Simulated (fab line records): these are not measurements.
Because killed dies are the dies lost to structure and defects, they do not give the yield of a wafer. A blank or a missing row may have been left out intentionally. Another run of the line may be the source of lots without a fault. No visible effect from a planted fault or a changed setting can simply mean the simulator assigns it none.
Chamber matching + flow n5_finfet + pecvd-03 running N5_FIN_SAQP_HM_DEP_03: 3 sister chambers
The step deposits SiNx from SiH4/NH3/N2, target thk 38 nm, time 33.6 s. 3 wafers are shown with their chamber, then 12 later ones without.

WAFERS WITH THEIR CHAMBER
| wafer  | chamber | showerhead_plenum_p_Torr (Torr) |
|--------|---------|---------------------------------|
| L084.3 | 1       | 5.17                            |
| L086.4 | 2       | 5.18                            |
| L086.5 | 0       | 5.08                            |

WAFERS WHOSE CHAMBER IS MISSING
| wafer  | showerhead_plenum_p_Torr (Torr) |
|--------|---------------------------------|
| L089.2 | 5.19                            |
| L089.3 | 5.09                            |
| L089.5 | 5.09                            |
| L092.1 | 5.10                            |
| L092.2 | 5.18                            |
| L092.4 | 5.17                            |
| L093.2 | 5.18                            |
| L093.4 | 5.18                            |
| L093.6 | 5.18                            |
| L095.2 | 5.18                            |
| L095.5 | 5.20                            |
| L095.6 | 5.16                            |

WHICH CHAMBER EACH ONE RAN IN
| wafer  | from the rows above     | in truth |
|--------|-------------------------|----------|
| L089.2 | can't be placed: 2 or 1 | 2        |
| L089.3 | 0                       | 0        |
| L089.5 | 0                       | 0        |
| L092.1 | 0                       | 0        |
| L092.2 | can't be placed: 2 or 1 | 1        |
| L092.4 | can't be placed: 1 or 2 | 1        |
| L093.2 | can't be placed: 2 or 1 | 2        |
| L093.4 | can't be placed: 2 or 1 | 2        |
| L093.6 | can't be placed: 2 or 1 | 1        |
| L095.2 | can't be placed: 2 or 1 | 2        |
| L095.5 | can't be placed: 2 or 1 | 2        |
| L095.6 | can't be placed: 1 or 2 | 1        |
Correctly placed: 3 of 12. These rows do not allow placing 9 (true chamber among the candidates in 9). 0 placed wrongly.
How it was worked out, from the rows above alone: a wafer's distance from a chamber is the root of the sum, over the readings, of the square of ((its reading less the chamber's mean) divided by the reading's scatter). If the next closest chamber is less than 2 further off than the closest, the wafer can't be placed; otherwise it belongs to the closest. For every chamber, the mean is computed from those of its wafers that are shown. The scatter (one wafer shown for each chamber): square how far every hidden wafer sits from the nearest shown wafer, average those squares and take the square root.
